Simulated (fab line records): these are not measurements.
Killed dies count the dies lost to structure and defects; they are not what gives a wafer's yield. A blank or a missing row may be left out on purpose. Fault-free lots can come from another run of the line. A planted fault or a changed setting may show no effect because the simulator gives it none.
Split-lot study ; flow n5_finfet ; route with 1938 steps; 7 lots, 21 wafers read

## ABOUT THE SPLIT
At N5_BEOL_M6_HM_DEP_02 (deposits TiN, target thk 20 nm), the setting target_thk_a was moved away from the recipe's 200 angstrom on 8 of the 21 wafers read, by -12.3% to +6.2%. All remaining wafers had this setting at the recipe value.

The reading comes from the split's own step.

## THE READING
TiN_of_BEOL_M6_HM_DEP_02.thk_nm (the simulator's own value, which no gauge read), in nm, at N5_BEOL_M6_HM_DEP_02 (deposits TiN, target thk 20 nm). There is no usual value for it anywhere in the file. Average 19.9 nm, standard deviation 0.28 nm, over the 13 wafers here run with the recipe.

wafer;tool, chamber at the split;target_thk_a as run, angstrom;against the recipe;TiN_of_BEOL_M6_HM_DEP_02.thk_nm, nm;against lot-mates on the recipe
L078.1;pvd_sputter-02, -;200;recipe;20;-
L078.2;pvd_sputter-02, -;200;recipe;20.4;-
L078.6;pvd_sputter-02, -;200;recipe;20.2;-
L079.1;pvd_sputter-03, -;200;recipe;19.8;-
L079.3;pvd_sputter-03, -;200;recipe;19.4;-
L079.5;pvd_sputter-03, -;212.3;+6.2%;20.8;+1.2
L080.2;pvd_sputter-01, -;175.5;-12.3%;17.4;-2.4
L080.4;pvd_sputter-01, -;175.5;-12.3%;17.4;-2.4
L080.3;pvd_sputter-01, -;200;recipe;19.8;-
L082.2;pvd_sputter-01, -;200;recipe;20;-
L082.5;pvd_sputter-01, -;200;recipe;20.2;-
L082.6;pvd_sputter-01, -;181.1;-9.5%;18.4;-1.7
L084.4;pvd_sputter-01, -;200;recipe;20.2;-
L084.5;pvd_sputter-01, -;184.5;-7.8%;18.4;-1.8
L084.6;pvd_sputter-01, -;184.5;-7.8%;18.6;-1.6
L093.1;pvd_sputter-03, -;211.2;+5.6%;20.6;+0.6
L093.3;pvd_sputter-03, -;211.2;+5.6%;21;+1.0
L093.4;pvd_sputter-03, -;200;recipe;20;-
L097.1;pvd_sputter-03, -;200;recipe;19.6;-
L097.3;pvd_sputter-03, -;200;recipe;19.6;-
L097.6;pvd_sputter-03, -;200;recipe;19.8;-

FIT RESULTS
A straight line over all 21 wafers: TiN_of_BEOL_M6_HM_DEP_02.thk_nm changes by +0.184 nm for each +1% of target_thk_a; r = +0.97; the points scatter about the line by 0.27 nm.
The same after taking each lot's own level away (the mean of its wafers on the recipe; 21 wafers): +0.19 nm for each +1%; r = +0.99; scatter 0.17 nm.
Per that fit: largest target_thk_a move, reading shift of 2.3 nm.
Across the lots, their own levels run from 19.60 to 20.20 nm, a range of 2.2 times the standard deviation given above.
The two slopes are in agreement: the lot-to-lot level therefore moves the slope only a little.
Check: -2.37 nm against its lot-mates is what the line predicts for one of the wafers moved furthest among these (-12.3%) when that wafer is left out of the fit. It came out at -2.4 nm against them.

## ADDITIONAL SPLITS CARRIED BY THESE WAFERS
Before the reading, these wafers also passed through other splits. Each is held against what the fit with the lots' levels taken away leaves over:
other split on the same wafers;wafers away from the commonest value;r with TiN_of_BEOL_M6_HM_DEP_02.thk_nm (lot level and that fit taken away)
N5_BEOL_M0_SAQP_EXPOSE_37 dose_mj;4;-0.19
N5_BEOL_M1_PECVD_72 temp_c;7;-0.07
N5_BEOL_M1_COAT_05 spin_rpm;8;+0.04
N5_BEOL_M2_ETCH_69 bias_w;11;+0.21
N5_BEOL_M3_COAT_76 spin_rpm;8;+0.00
N5_BEOL_M5_COAT_74 spin_rpm;4;-0.26
N5_BEOL_M5_EXPOSE_25 dose_mj;5;+0.22

## FILE'S OWN FIT
TiN_of_BEOL_M6_HM_DEP_02.thk_nm changes by +0.191 nm for each +1% of target_thk_a, r = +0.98.
